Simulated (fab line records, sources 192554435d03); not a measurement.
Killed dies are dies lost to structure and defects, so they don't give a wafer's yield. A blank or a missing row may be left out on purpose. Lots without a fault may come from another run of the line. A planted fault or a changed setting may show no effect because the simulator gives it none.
A struck lot beside a sound one | flow n5_finfet | 15 steps out of a route of 1938
Sound: wafers L934.1, L934.3, L934.4. Struck: wafers L925.2, L925.4, L925.5. The cause comes at the end.
At each step with rows: each side's tool, then ch and its chambers, then its first start. Under that, the readings that differ: sound wafers | struck wafers | difference of the means | sigmas: that difference in standard deviations of wafers without a fault.
alike: readings whose means differ by less than 2 such deviations, and words and numbers that are the same on both sides. not compared: withheld readings, readings that some wafer has no value for, bounds like >300 that may hide the same value, and numbers for which the record gives no deviation and whose values overlap.
The two part at a step that has a row with sigmas, a row that says differs or no value, or rows on one side only. Numbers that don't overlap but have no deviation are shown without sigmas and don't part them. A reading that every wafer of one side lacks parts them only if that side has two wafers or more.

N5_HKMG_FIN_ETCH_58: etches SOC in N2/H2, target depth 215.8 nm, time 741 s.
  sound on rie_diel-02 ch 1,2,3, day 9 05:27; struck on rie_diel-04 ch 0,1,3, day 7 03:43
  alike: bias_w, chamber_pressure_mTorr, drypump_motor_current_A, h2_flow_sccm, oes_product_au, rf_fwd_power_W, rf_vpp_V, showerhead_plenum_p_Torr, throttle_valve_pct
  not compared: rf_hours_counter_h
N5_HKMG_FIN_STRIP_93: strips SOC in N2/H2, time 20 s.
  sound on rie_diel-02 ch 1,2,3, day 9 05:52; struck on rie_diel-04 ch 0,1,3, day 7 04:09
  alike: bias_power_w, drypump_motor_current_A, h2_flow_sccm, oes_product_au, rf_fwd_power_W, rf_vpp_V, showerhead_plenum_p_Torr, throttle_valve_pct
  not compared: rf_hours_counter_h
then, 1 step without rows for these wafers: N5_HKMG_FIN_WET_ETCH_76 (etches Al2O3 in dNH4OH, stops on La2O3, target depth 2.25 nm, rinse time 30 s).
N5_HKMG_FIN_STRIP_60: strips in N2/H2, time 360 s.
  sound on plasma_asher-01 ch 0,1, day 9 06:01; struck on plasma_asher-02 ch 0,1, day 7 04:18
  alike: drypump_motor_current_A, h2_flow_sccm, heater_power_w
  not compared: rf_hours_counter_h
then, 2 steps without rows for these wafers: N5_HKMG_FIN_WET_ETCH_77 (etches La2O3 in dHCl, stops on HfO2, target depth 2 nm); N5_HKMG_FIN_WET_ETCH_78 (etches Al2O3 in dNH4OH, stops on La2O3, target depth 4.5 nm, rinse time 30 s).
N5_HKMG_FIN_ALD_79: deposits TiN, target thk 1.5 nm, pulse time 1 s, purge time 3 s.
  sound on ald_metal-02 ch 0,1,2, day 9 06:31; struck on ald_metal-04 ch 1,3, day 7 04:48
  alike: heater_power_w, precursor_pulse_height_rel
then, 5 steps without rows for these wafers: N5_HKMG_FIN_CVD_62 (deposits a-Si from Si2H6, target thk 3 nm, time 20.8 s); N5_HKMG_FIN_RTA_80 (time 2 s); N5_HKMG_FIN_PRECLEAN_64 (cleans in dHF, time 30 s); N5_HKMG_FIN_WET_ETCH_65 (etches a-Si in TMAH, stops on TiN, time 49 s, target depth 3 nm); N5_HKMG_FIN_WET_ETCH_81 (etches TiN in SC1, stops on HfO2, time 57 s, target depth 6 nm).
N5_HKMG_FIN_WET_ETCH_82: etches La2O3 in dHCl, stops on HfO2, target depth 2 nm, rinse time 30 s.
  sound on wet_bench-01 ch 1,2,5, day 9 07:13; struck on wet_bench-01 ch 4,5,6, day 7 05:32
  no value came back on the struck wafers for bath_heat_duty_pct (%), rinse_temp_c (C); on the sound wafers bath_heat_duty_pct (%) reads 5.5 6.7 5.8
  reading                                    | sound | struck      | difference | sigmas
  model.La2O3_of_HKMG_FIN_ALD_74.thk_nm (nm) | 0 0 0 | 0.4 0.4 0.4 | +0.4       |
N5_HKMG_FIN_ALD_36: deposits TiN, target thk 1 nm, pulse time 1 s, purge time 3 s.
  sound on ald_metal-01 ch 0,1,2, day 9 07:16; struck on ald_metal-02 ch 1,3, day 7 05:36
  alike: heater_power_w, precursor_pulse_height_rel
-- the record jumps here: 9 days lie between the struck wafers' starts before and after (it left off in module HKMG_FIN and takes up again in module PASSIVATION, whose first step shown is number 1936 of the route) --
N5_PASSIVATION_PROBE_49:
  sound on prober-01, day 18 13:44; struck on prober-02, day 15 17:40
  alike: killed_at_M0_to_M3, killed_at_M4_up, killed_at_contacts, killed_at_front_end, killed_at_other, killed_dies, killed_open, killed_short

WHERE THEY PART
Only at N5_HKMG_FIN_WET_ETCH_82, within this record. Later steps at which nothing parts them and some readings are alike: N5_HKMG_FIN_ALD_36, N5_PASSIVATION_PROBE_49.

WHY: what the simulator had put in
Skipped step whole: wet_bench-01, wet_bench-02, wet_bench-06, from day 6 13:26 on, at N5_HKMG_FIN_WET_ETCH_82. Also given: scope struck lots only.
